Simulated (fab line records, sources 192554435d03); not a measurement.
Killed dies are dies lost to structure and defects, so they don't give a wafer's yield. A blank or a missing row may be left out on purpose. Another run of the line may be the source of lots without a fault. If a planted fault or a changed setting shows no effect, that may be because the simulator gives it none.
fab line records	flow n5Finfet
record: lots: 7	wafers: 39
route steps=1938 shown FIN_SAQP@98 SD_EPI_N@269 SD_EPI_P@312 GATE_CUT@490 BEOL_M0_SAQP@636
startH: hours from the record's opening day to when the first of the lot's shown wafers began	waitH: hours since the lot's step before	" repeats the value in the row above	L1.1+2: a single row standing in for several wafers	- no value present, or no start provided	* or withheld: withheld	< > ~ a bound
route shown NAME@n: NAME is a module with steps in the file, n the number in the route of the first one	usual: average and standard deviation across the fault-free wafers	same: alike in all rows	chamber/n: place in a boat	sites: the reading at each site	_std_site: their standard deviation	_edge_site: inner sites' mean taken away from outer sites' mean	radiusMm: for every site, how far away it sits from the centre of the wafer	mask NAME#n: copy n	behind: the last tool/chamber to shape the wafer	hold: what put the lot on hold/how long, in hours/how the hold closed	device: the transistor (n, p or np) that didn't switch	end of line: the same wafers' tests at the end of the route	a step without rows: its recipe alone	killed: dies that structure and defects cost at the first sort, which is not the same as the wafer's yield	map: per-die view of a wafer (x killed, . not killed, _ where there is no die)
set.NAME: the setting as run; set.NAME@STEP: as run at that earlier step	model.NAME: the simulator's own value behind a step, which no gauge read
lots run with intentionally changed settings; tables by step, rows by wafer
== steps ==
step: N5_FIN_SAQP_PECVD_47
recipe: material: a-Si	targetThkA: 450	tempC: 400	precursor: SiH4/He	pressureTorr: 3	rfW: 100	timeS: 36.3
lot.wafer	tool	chamber	startH	waitH	set.timeS	model.a-Si_of_FIN_SAQP_PECVD_47.thkNm
L076.3	pecvd-01	0	33.17	0.1	36.3	43.8
L076.4	"	1	"	"	36.3	45.02
L076.5	"	1	"	"	36.3	44.58
L079.1	pecvd-01	1	51.04	0.0	36.3	43.9
L079.2	"	0	"	"	36.3	43.86
L079.3	"	0	"	"	36.3	44.42
L079.4	"	1	"	"	36.3	44.73
L079.5	"	1	"	"	36.3	43.97
L079.6	"	0	"	"	36.3	44.55
L081.1	pecvd-01	1	62.92	0.0	36.3	44
L081.2	"	0	"	"	36.3	43.13
L081.3	"	0	"	"	27.2	32.48
L081.4	"	1	"	"	27.2	32.68
L081.5	"	0	"	"	27.2	32.72
L081.6	"	1	"	"	36.3	44.38
L091.1	pecvd-04	1	123.92	0.0	36.3	44.79
L091.2	"	2	"	"	36.3	45.3
L091.3	"	0	"	"	36.3	44.6
L091.4	"	2	"	"	36.3	45.8
L091.5	"	1	"	"	36.3	45.57
L091.6	"	0	"	"	36.3	45.96
L092.1	pecvd-04	0	129.61	0.0	36.3	44.4
L092.2	"	1	"	"	36.3	43.87
L092.3	"	2	"	"	36.3	44.77
L092.4	"	0	"	"	36.3	45.61
L092.5	"	2	"	"	36.3	45.04
L092.6	"	1	"	"	36.3	44.98
L094.1	pecvd-01	2	140.57	0.0	36.3	45.04
L094.2	"	1	"	"	43.56	53.36
L094.3	"	0	"	"	36.3	43.72
L094.4	"	1	"	"	36.3	45.27
L094.5	"	0	"	"	43.56	53.81
L094.6	"	2	"	"	43.56	55
L095.1	pecvd-03	1	146.63	0.0	17.33	22.61
L095.2	"	2	"	"	36.3	44.54
L095.3	"	0	"	"	17.33	21.81
L095.4	"	0	"	"	17.33	22.19
L095.5	"	2	"	"	36.3	45.47
L095.6	"	1	"	"	36.3	46.53
step: N5_FIN_SAQP_PECVD_48
recipe: material: SiNx	targetThkA: 250	tempC: 400	precursor: SiH4/NH3/N2	pressureTorr: 1.5	rfW: 300	timeS: 22.1
step: N5_FIN_SAQP_PECVD_06
recipe: material: a-Si	targetThkA: 600	tempC: 400	precursor: SiH4/He	pressureTorr: 3	rfW: 100	timeS: 48.1
step: N5_FIN_SAQP_ETCH_57
recipe: chemistry: CH3F/O2	target: SiNx	maskMaterial: SiO2	targetDepthA: 325	timeS: 46.4	pressureMtorr: 30	sourceW: 395	biasW: 73	Ar_flow_sccm: 150	CH3F_flow_sccm: 30	O2_flow_sccm: 20	ionEnergyEv: 120	ends: cleared
step: N5_FIN_SAQP_ETCH_65
recipe: chemistry: CF4	target: SiO2	targetDepthA: 40	ionEnergyEv: 350	timeS: 4.4	pressureMtorr: 10	icpW: 800	biasW: 400	cf4FlowSccm: 80
step: N5_FIN_SAQP_MANDREL_ETCH_58
recipe: chemistry: HBr/Cl2	target: a-Si	targetDepthA: 450	btTimeS: 10	stopOn: SiNx	maskMaterial: SiO2	overEtchFrac: 0.8	timeS: 27	pressureMtorr: 10	icpW: 800	biasW: 75	HBr_flow_sccm: 150	Cl2_flow_sccm: 80	ends: endPoint
usual: oesProductAu: 0.696/0.015
lot.wafer	tool	chamber	startH	waitH	set.timeS@FIN_SAQP_PECVD_47	oesProductAu	model.etch.depthNm
L076.3	rieSi-01	1	36.04	0.0	36.3	0.700	43.8
L076.4	"	3	"	"	36.3	0.683	45.02
L076.5	"	2	"	"	36.3	0.675	44.58
L079.1	rieSi-01	3	55.17	0.0	36.3	0.673	43.9
L079.2	"	1	"	"	36.3	0.697	43.86
L079.3	"	2	"	"	36.3	0.670	44.42
L079.4	"	0	"	"	36.3	0.693	44.73
L079.5	"	3	"	"	36.3	0.675	43.97
L079.6	"	0	"	"	36.3	0.695	44.55
L081.1	rieSi-06	3	66.23	0.0	36.3	0.688	44
L081.2	"	2	"	"	36.3	0.700	43.13
L081.3	"	1	"	"	27.2	0.587	32.48
L081.4	"	0	"	"	27.2	0.590	32.68
L081.5	"	2	"	"	27.2	0.621	32.72
L081.6	"	3	"	"	36.3	0.707	44.38
L091.1	rieSi-06	2	127.32	0.0	36.3	0.717	44.79
L091.2	"	3	"	"	36.3	0.707	45.3
L091.3	"	0	"	"	36.3	0.688	44.6
L091.4	"	0	"	"	36.3	0.695	45.8
L091.5	"	2	"	"	36.3	0.718	45.57
L091.6	"	3	"	"	36.3	0.715	45.96
L092.1	rieSi-01	3	132.71	0.0	36.3	0.674	44.4
L092.2	"	1	"	"	36.3	0.692	43.87
L092.3	"	2	"	"	36.3	0.672	44.77
L092.4	"	0	"	"	36.3	0.697	45.61
L092.5	"	2	"	"	36.3	0.679	45.04
L092.6	"	3	"	"	36.3	0.679	44.98
L094.1	rieSi-06	2	144.85	0.0	36.3	0.713	45.04
L094.2	"	1	"	"	43.56	0.761	53.36
L094.3	"	3	"	"	36.3	0.684	43.72
L094.4	"	0	"	"	36.3	0.694	45.27
L094.5	"	2	"	"	43.56	0.790	53.81
L094.6	"	1	"	"	43.56	0.774	55
L095.1	rieSi-06	0	149.80	0.0	17.33	0.510	22.61
L095.2	"	2	"	"	36.3	0.711	44.54
L095.3	"	3	"	"	17.33	0.506	21.81
L095.4	"	1	"	"	17.33	0.506	22.19
L095.5	"	2	"	"	36.3	0.715	45.47
L095.6	"	1	"	"	36.3	0.702	46.53
step: N5_SD_EPI_N_DEVELOP_08
recipe: developTimeS: 30	developer: TMAH	resist: CAR-ArF-block	devTempC: 23	rinseLiquid: diw	dry: airSpin
lot.wafer	tool	chamber	startH	waitH	set.developTimeS
L076.3+4+5	lithoTrack-01	0	-	-	30
L079.1+4+5	lithoTrack-02	0	-	-	30
L079.2+3+6	"	0	"	"	40.37
L081.1+2+4	lithoTrack-02	0	-	-	30
L081.3+5+6	"	0	"	"	36
L091.1+3+6	lithoTrack-02	0	-	-	30
L091.2+4+5	"	0	"	"	15.34
L092.1+2+3+4+5+6	lithoTrack-01	0	-	-	30
L094.1+2+6	lithoTrack-02	0	-	-	30
L094.3+4+5	"	0	"	"	41.4
L095.1+3+5	lithoTrack-01	0	-	-	30
L095.2+4+6	"	0	"	"	47.39
step: N5_SD_EPI_N_CD_MEAS_09
recipe: targetCdNm: 120	landingEnergyEv: 500	detector: seInlens
usual: cdNm: 120.0/0.72
lot.wafer	tool	chamber	startH	waitH	set.developTimeS@SD_EPI_N_DEVELOP_08	cdNm
L076.3	cdSem-01	0	66.02	-	30	119.3
L076.4	"	0	"	"	30	120.7
L076.5	"	0	"	"	30	119.8
L079.1	cdSem-02	0	80.25	-	30	120.4
L079.2	"	0	"	"	40.37	123.0
L079.3	"	0	"	"	40.37	121.8
L079.4	"	0	"	"	30	119.6
L079.5	"	0	"	"	30	120.1
L079.6	"	0	"	"	40.37	121.6
L081.1	cdSem-03	0	91.91	-	30	119.9
L081.2	"	0	"	"	30	119.4
L081.3	"	0	"	"	36	121.5
L081.4	"	0	"	"	30	119.9
L081.5	"	0	"	"	36	119.8
L081.6	"	0	"	"	36	120.7
L091.1	cdSem-02	0	151.49	-	30	120.0
L091.2	"	0	"	"	15.34	116.8
L091.3	"	0	"	"	30	120.6
L091.4	"	0	"	"	15.34	116.7
L091.5	"	0	"	"	15.34	116.1
L091.6	"	0	"	"	30	119.8
L092.1	cdSem-03	0	156.35	-	30	120.1
L092.2	"	0	"	"	30	120.1
L092.3	"	0	"	"	30	119.8
L092.4	"	0	"	"	30	119.2
L092.5	"	0	"	"	30	119.9
L092.6	"	0	"	"	30	120.3
L094.1	cdSem-03	0	168.90	-	30	119.4
L094.2	"	0	"	"	30	119.1
L094.3	"	0	"	"	41.4	120.9
L094.4	"	0	"	"	41.4	120.5
L094.5	"	0	"	"	41.4	120.5
L094.6	"	0	"	"	30	118.5
L095.1	cdSem-01	0	173.00	-	30	119.5
L095.2	"	0	"	"	47.39	122.6
L095.3	"	0	"	"	30	121.1
L095.4	"	0	"	"	47.39	123.5
L095.5	"	0	"	"	30	119.7
L095.6	"	0	"	"	47.39	122.8
step: N5_SD_EPI_N_DESCUM_14
recipe: chemistry: O2	timeS: 7.9	sourcePowerW: 50	biasPowerW: 20	pressureMtorr: 20	rfFrequencyHz: 2.712e+07	tempC: 40	resist: CAR-ArF-block	o2FlowSccm: 225
lot.wafer	tool	chamber	startH	waitH	set.developTimeS@SD_EPI_N_DEVELOP_08	model.SD_EPI_N.cdNm
L076.3	rieDiel-05	0	66.17	0.1	30	119.2
L076.4	"	3	"	"	30	120.8
L076.5	"	2	"	"	30	119.6
L079.1	rieDiel-01	3	80.33	0.0	30	120.4
L079.2	"	2	"	"	40.37	122.8
L079.3	"	1	"	"	40.37	121.8
L079.4	"	0	"	"	30	119.6
L079.5	"	1	"	"	30	120.2
L079.6	"	0	"	"	40.37	121.4
L081.1	rieDiel-01	3	92.27	0.3	30	119.4
L081.2	"	1	"	"	30	119.2
L081.3	"	2	"	"	36	121.4
L081.4	"	0	"	"	30	120
L081.5	"	1	"	"	36	120
L081.6	"	2	"	"	36	120.4
L091.1+3	rieDiel-01	0,1	152.09	0.5	30	120
L091.2	"	2	"	"	15.34	116.6
L091.4	"	3	"	"	15.34	116.2
L091.5	"	2	"	"	15.34	116.4
L091.6	"	3	"	"	30	119.8
L092.1+2+5	rieDiel-01	1,0,0	156.44	0.0	30	120.4
L092.3+4	"	3,2	"	"	30	119.2
L092.6	"	3	"	"	30	120
L094.1	rieDiel-04	3	168.99	0.0	30	119.2
L094.2	"	0	"	"	30	118.8
L094.3	"	2	"	"	41.4	121.2
L094.4	"	1	"	"	41.4	120.6
L094.5	"	1	"	"	41.4	121
L094.6	"	2	"	"	30	119
L095.1+5	rieDiel-05	0,1	173.09	0.0	30	119.8
L095.2	"	1	"	"	47.39	122.6
L095.3	"	3	"	"	30	121.2
L095.4	"	2	"	"	47.39	123.6
L095.6	"	2	"	"	47.39	123.4
step: N5_SD_EPI_N_ETCH_34
recipe: chemistry: CF4	target: SiARC	targetDepthA: 455	maskMaterial: CAR-ArF-block	timeS: 75.8	ionEnergyEv: 80	pressureMtorr: 40	sourceW: 545	biasW: 36	Ar_flow_sccm: 100	cf4FlowSccm: 100	ends: cleared
lot.wafer	tool	chamber	startH	waitH	set.developTimeS@SD_EPI_N_DEVELOP_08	model.SD_EPI_N.cdNm
L076.3	rieDiel-05	0	66.20	0.0	30	119.2
L076.4	"	3	"	"	30	121
L076.5	"	2	"	"	30	119.4
L079.1	rieDiel-01	3	80.37	0.0	30	120.4
L079.2	"	2	"	"	40.37	122.8
L079.3+6	"	1,0	"	"	40.37	121.6
L079.4	"	0	"	"	30	119.8
L079.5	"	1	"	"	30	120.2
L081.1	rieDiel-01	3	92.30	0.0	30	119.4
L081.2	"	1	"	"	30	119
L081.3	"	2	"	"	36	121
L081.4	"	0	"	"	30	119.8
L081.5	"	1	"	"	36	119.8
L081.6	"	2	"	"	36	120.2
L091.1+3+6	rieDiel-01	0,1,3	152.12	0.0	30	120
L091.2	"	2	"	"	15.34	116.6
L091.4+5	"	3,2	"	"	15.34	116.4
L092.1+2+5+6	rieDiel-01	1,0,0,3	156.48	0.0	30	120.2
L092.3	"	3	"	"	30	119.4
L092.4	"	2	"	"	30	119.2
L094.1+6	rieDiel-04	3,2	169.03	0.0	30	119
L094.2	"	0	"	"	30	118.6
L094.3	"	2	"	"	41.4	121.4
L094.4	"	1	"	"	41.4	120.8
L094.5	"	1	"	"	41.4	121
L095.1	rieDiel-05	0	173.13	0.0	30	120
L095.2	"	1	"	"	47.39	122.8
L095.3	"	3	"	"	30	121.6
L095.4	"	2	"	"	47.39	123.4
L095.5	"	1	"	"	30	120.2
L095.6	"	2	"	"	47.39	123.2
step: N5_SD_EPI_P_ETCH_16
recipe: chemistry: CHF3/O2	target: SiO2	targetDepthA: 50	maskMaterial: SOC	pressureMtorr: 30	sourceW: 650	biasW: 170	Ar_flow_sccm: 200	CHF3_flow_sccm: 50	O2_flow_sccm: 5	ionEnergyEv: 200
lot.wafer	tool	chamber	startH	waitH	set.targetDepthA	model.etch.depthNm
L076.3	rieDiel-03	3	71.36	0.1	50	5.023
L076.4	"	1	"	"	50	4.976
L076.5	"	2	"	"	50	5.058
L079.1	rieDiel-03	2	85.55	0.1	50	4.987
L079.2	"	1	"	"	33.8	3.357
L079.3	"	3	"	"	50	5.027
L079.4	"	0	"	"	33.8	3.304
L079.5	"	2	"	"	50	4.998
L079.6	"	1	"	"	33.8	3.342
L081.1	rieDiel-06	2	97.43	0.1	33.81	3.318
L081.2	"	3	"	"	50	4.946
L081.3	"	1	"	"	50	5.023
L081.4	"	2	"	"	33.81	3.348
L081.5	"	3	"	"	33.81	3.364
L081.6	"	1	"	"	50	4.983
L091.1	rieDiel-02	2	158.20	0.1	62.92	6.397
L091.2	"	3	"	"	50	4.751
L091.3	"	1	"	"	50	5.208
L091.4	"	0	"	"	62.92	6.138
L091.5	"	3	"	"	50	4.748
L091.6	"	2	"	"	62.92	6.409
L092.1	rieDiel-02	1	162.17	0.1	67.46	7.048
L092.2	"	2	"	"	67.46	6.938
L092.3	"	0	"	"	67.46	6.649
L092.4	"	3	"	"	50	4.827
L092.5	"	3	"	"	50	4.831
L092.6	"	0	"	"	50	4.914
L094.1	rieDiel-02	0	173.93	0.1	50	4.885
L094.2	"	1	"	"	21.46	2.247
L094.3	"	3	"	"	50	4.816
L094.4	"	2	"	"	21.46	2.205
L094.5	"	1	"	"	21.46	2.235
L094.6	"	0	"	"	50	4.925
L095.1	rieDiel-03	1	178.22	0.1	50	4.942
L095.2	"	3	"	"	70.84	7.215
L095.3	"	0	"	"	70.84	6.871
L095.4	"	2	"	"	70.84	7.041
L095.5	"	0	"	"	50	4.816
L095.6	"	1	"	"	50	4.984
step: N5_GATE_CUT_DESCUM_18
recipe: chemistry: O2	timeS: 7	sourcePowerW: 50	biasPowerW: 20	pressureMtorr: 20	rfFrequencyHz: 2.712e+07	tempC: 40	resist: CAR-EUV	o2FlowSccm: 225
lot.wafer	tool	chamber	startH	waitH	set.timeS	model.CAR-EUV_of_GATE_CUT_COAT_07.thkNm
L076.3+4+5	rieDiel-06	2,2,1	100.61	0.0	7	26
L079.1+2+4	rieDiel-02	3,2,1	113.94	0.0	7	26
L079.3+5	"	1,3	"	"	5.423	26.8
L079.6	"	2	"	"	5.423	26.6
L081.1+4+6	rieDiel-02	3,3,1	125.56	0.0	7	26
L081.2+3+5	"	1,2,2	"	"	7	25.8
L091.1	rieDiel-03	1	187.48	0.2	9.02	25.2
L091.2+5	"	3,1	"	"	9.02	25
L091.3+4+6	"	2,0,2	"	"	7	26
L092.1+2+4	rieDiel-02	1,0,3	190.27	0.0	11.07	24
L092.3+5+6	"	2,1,2	"	"	7	26
L094.1+4+6	rieDiel-06	1,0,3	202.99	0.1	4.585	27.2
L094.2+5	"	2,0	"	"	7	26
L094.3	"	3	"	"	7	25.8
L095.1+2	rieDiel-02	0,2	206.41	0.0	7	26
L095.3	"	1	"	"	5.059	26.8
L095.4+5	"	3	"	"	5.059	27
L095.6	"	2	"	"	7	25.8
step: N5_GATE_CUT_ETCH_28
recipe: chemistry: N2/H2	target: underlayer	targetDepthA: 130	maskMaterial: CAR-EUV	timeS: 10.4	ionEnergyEv: 200	pressureMtorr: 30	sourceW: 840	biasW: 150	n2FlowSccm: 200	h2FlowSccm: 200	ends: cleared
step: N5_GATE_CUT_ETCH_36
recipe: chemistry: CF4	target: SiARC	targetDepthA: 130	maskMaterial: CAR-EUV	timeS: 21.7	ionEnergyEv: 80	pressureMtorr: 40	sourceW: 545	biasW: 36	Ar_flow_sccm: 100	cf4FlowSccm: 100	ends: cleared
lot.wafer	tool	chamber	startH	waitH	set.timeS@GATE_CUT_DESCUM_18	model.CAR-EUV_of_GATE_CUT_COAT_07.thkNm
L076.3+4+5	rieDiel-06	2,2,1	100.66	0.0	7	6.8
L079.1+2+4	rieDiel-02	3,2,1	113.99	0.0	7	6.8
L079.3	"	1	"	"	5.423	7.8
L079.5+6	"	3,2	"	"	5.423	7.6
L081.1+2+4+5+6	rieDiel-02	3,1,3,2,1	125.62	0.0	7	6.8
L081.3	"	2	"	"	7	6.6
L091.1	rieDiel-03	1	187.54	0.0	9.02	6
L091.2+5	"	3,1	"	"	9.02	5.8
L091.3+4	"	2,0	"	"	7	7
L091.6	"	2	"	"	7	6.8
L092.1+2+4	rieDiel-02	1,0,3	190.33	0.0	11.07	4.8
L092.3+5+6	"	2,1,2	"	"	7	6.8
L094.1	rieDiel-06	1	203.05	0.0	4.585	8.2
L094.2+5	"	2,0	"	"	7	6.8
L094.3	"	3	"	"	7	6.6
L094.4+6	"	0,3	"	"	4.585	8
L095.1+2	rieDiel-02	0,2	206.46	0.0	7	6.8
L095.3	"	1	"	"	5.059	8
L095.4+5	"	3	"	"	5.059	7.8
L095.6	"	2	"	"	7	6.6
step: N5_BEOL_M0_SAQP_PECVD_96
recipe: material: a-Si	targetThkA: 450	tempC: 350	precursor: SiH4/He	pressureTorr: 3	rfW: 100	timeS: 45.2
lot.wafer	tool	chamber	startH	waitH	set.timeS	model.a-Si_of_BEOL_M0_SAQP_PECVD_96.thkNm
L076.3	pecvd-04	1	119.95	0.0	45.2	45.2
L076.4	"	1	"	"	45.2	45.8
L076.5	"	0	"	"	45.2	45
L079.1+4	pecvd-01	2,0	134.66	0.0	45.2	44.8
L079.2	"	0	"	"	45.2	43.6
L079.3	"	1	"	"	45.2	44
L079.5	"	2	"	"	45.2	45.4
L079.6	"	1	"	"	45.2	44.6
L081.1	pecvd-01	2	149.35	0.0	29.29	28.8
L081.2+3	"	0,1	"	"	29.29	28.2
L081.4	"	1	"	"	45.2	44.4
L081.5	"	2	"	"	45.2	45.4
L081.6	"	0	"	"	45.2	44.6
L091.1+4	pecvd-02	1	209.41	0.0	45.2	44.4
L091.2	"	0	"	"	45.2	44
L091.3+6	"	0,1	"	"	54.36	54.2
L091.5	"	0	"	"	54.36	53.6
L092.1	pecvd-02	0	213.39	0.0	55.45	54.4
L092.2	"	1	"	"	45.2	44.4
L092.3	"	1	"	"	45.2	45.2
L092.4	"	0	"	"	55.45	55.6
L092.5	"	0	"	"	45.2	44.6
L092.6	"	1	"	"	55.45	54.8
L094.1	pecvd-04	2	223.74	0.0	45.2	43.8
L094.2	"	0	"	"	45.2	43.2
L094.3+5	"	1,0	"	"	45.2	44
L094.4	"	1	"	"	45.2	45
L094.6	"	2	"	"	45.2	44.6
L095.1	pecvd-01	0	232.08	0.0	55.15	54.2
L095.2+3	"	1,2	"	"	55.15	55.4
L095.4	"	2	"	"	45.2	46.8
L095.5	"	1	"	"	45.2	46.2
L095.6	"	0	"	"	45.2	45.4
step: N5_BEOL_M0_SAQP_PECVD_97
recipe: material: SiNx	targetThkA: 230	tempC: 350	precursor: SiH4/NH3/N2	pressureTorr: 1.5	rfW: 300	timeS: 19.9
step: N5_BEOL_M0_SAQP_PECVD_04
recipe: material: a-Si	targetThkA: 600	tempC: 350	precursor: SiH4/He	pressureTorr: 3	rfW: 100	timeS: 60.2
step: N5_BEOL_M0_SAQP_ETCH_101
recipe: chemistry: CH3F/O2	target: SiNx	maskMaterial: SiO2	targetDepthA: 299	timeS: 42.7	pressureMtorr: 30	sourceW: 395	biasW: 73	Ar_flow_sccm: 150	CH3F_flow_sccm: 30	O2_flow_sccm: 20	ionEnergyEv: 120
step: N5_BEOL_M0_SAQP_ETCH_102
recipe: chemistry: CF4	target: SiO2	targetDepthA: 40	ionEnergyEv: 350	timeS: 4.4	pressureMtorr: 10	icpW: 800	biasW: 400	cf4FlowSccm: 80
step: N5_BEOL_M0_SAQP_MANDREL_ETCH_103
recipe: chemistry: HBr/Cl2	target: a-Si	targetDepthA: 450	btTimeS: 10	stopOn: SiCN	maskMaterial: SiO2	overEtchFrac: 0.8	timeS: 27	pressureMtorr: 10	icpW: 800	biasW: 75	HBr_flow_sccm: 150	Cl2_flow_sccm: 80	ends: endPoint
usual: oesProductAu: 0.676/0.013
lot.wafer	tool	chamber	startH	waitH	set.timeS@BEOL_M0_SAQP_PECVD_96	oesProductAu	model.etch.depthNm
L076.3	rieSi-04	1	123.29	0.0	45.2	0.703	45.19
L076.4	"	2	"	"	45.2	0.687	45.71
L076.5	"	2	"	"	45.2	0.672	45.04
L079.1	rieSi-03	0	137.45	0.0	45.2	0.685	44.86
L079.2	"	3	"	"	45.2	0.668	43.62
L079.3	"	2	"	"	45.2	0.659	44.08
L079.4	"	1	"	"	45.2	0.665	44.82
L079.5	"	0	"	"	45.2	0.694	45.41
L079.6	"	3	"	"	45.2	0.679	44.57
L081.1	rieSi-04	2	152.61	0.0	29.29	0.538	28.72
L081.2	"	1	"	"	29.29	0.550	28.22
L081.3	"	3	"	"	29.29	0.528	28.27
L081.4	"	0	"	"	45.2	0.657	44.41
L081.5	"	2	"	"	45.2	0.685	45.37
L081.6	"	3	"	"	45.2	0.664	44.7
L091.1	rieSi-03	3	211.98	0.0	45.2	0.670	44.37
L091.2	"	1	"	"	45.2	0.668	43.92
L091.3	"	2	"	"	54.36	0.755	54.22
L091.4	"	0	"	"	45.2	0.688	44.37
L091.5	"	2	"	"	54.36	0.746	53.63
L091.6	"	1	"	"	54.36	0.743	54.14
L092.1	rieSi-03	1	216.02	0.0	55.45	0.747	54.33
L092.2	"	2	"	"	45.2	0.664	44.49
L092.3	"	3	"	"	45.2	0.675	45.12
L092.4	"	0	"	"	55.45	0.787	55.5
L092.5	"	2	"	"	45.2	0.663	44.53
L092.6	"	1	"	"	55.45	0.757	54.78
L094.1	rieSi-04	1	226.26	0.0	45.2	0.702	43.89
L094.2	"	3	"	"	45.2	0.659	43.25
L094.3	"	0	"	"	45.2	0.650	44.09
L094.4	"	2	"	"	45.2	0.684	45.01
L094.5	"	3	"	"	45.2	0.666	44.03
L094.6	"	0	"	"	45.2	0.658	44.69
L095.1	rieSi-03	2	234.59	0.0	55.15	0.745	54.28
L095.2	"	1	"	"	55.15	0.760	55.31
L095.3	"	0	"	"	55.15	0.775	55.34
L095.4	"	3	"	"	45.2	0.691	46.78
L095.5	"	2	"	"	45.2	0.685	46.24
L095.6	"	1	"	"	45.2	0.673	45.3
== key ==
split: step: N5_FIN_SAQP_PECVD_47	setting: timeS	stated: 36.3	by: wafer
response: step: N5_FIN_SAQP_PECVD_47	reading: model.a-Si_of_FIN_SAQP_PECVD_47.thkNm	change: +0.449	per: 1%	r: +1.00
response: step: N5_FIN_SAQP_MANDREL_ETCH_58	reading: oesProductAu	change: +0.00388	per: 1%	r: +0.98
response: step: N5_FIN_SAQP_MANDREL_ETCH_58	reading: model.etch.depthNm	change: +0.449	per: 1%	r: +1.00
split: step: N5_SD_EPI_N_DEVELOP_08	setting: developTimeS	stated: 30	by: wafer
response: step: N5_SD_EPI_N_CD_MEAS_09	reading: cdNm	change: +0.0567	per: 1%	r: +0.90
response: step: N5_SD_EPI_N_DESCUM_14	reading: model.SD_EPI_N.cdNm	change: +0.0574	per: 1%	r: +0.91
response: step: N5_SD_EPI_N_ETCH_34	reading: model.SD_EPI_N.cdNm	change: +0.0553	per: 1%	r: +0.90
split: step: N5_SD_EPI_P_ETCH_16	setting: targetDepthA	stated: 50	by: wafer
response: step: N5_SD_EPI_P_ETCH_16	reading: model.etch.depthNm	change: +0.0506	per: 1%	r: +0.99
split: step: N5_GATE_CUT_DESCUM_18	setting: timeS	stated: 7	by: wafer
response: step: N5_GATE_CUT_DESCUM_18	reading: model.CAR-EUV_of_GATE_CUT_COAT_07.thkNm	change: -0.0346	per: 1%	r: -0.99
response: step: N5_GATE_CUT_ETCH_36	reading: model.CAR-EUV_of_GATE_CUT_COAT_07.thkNm	change: -0.0365	per: 1%	r: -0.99
split: step: N5_BEOL_M0_SAQP_PECVD_96	setting: timeS	stated: 45.2	by: wafer
response: step: N5_BEOL_M0_SAQP_PECVD_96	reading: model.a-Si_of_BEOL_M0_SAQP_PECVD_96.thkNm	change: +0.453	per: 1%	r: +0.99
response: step: N5_BEOL_M0_SAQP_MANDREL_ETCH_103	reading: oesProductAu	change: +0.00374	per: 1%	r: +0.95
response: step: N5_BEOL_M0_SAQP_MANDREL_ETCH_103	reading: model.etch.depthNm	change: +0.454	per: 1%	r: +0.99
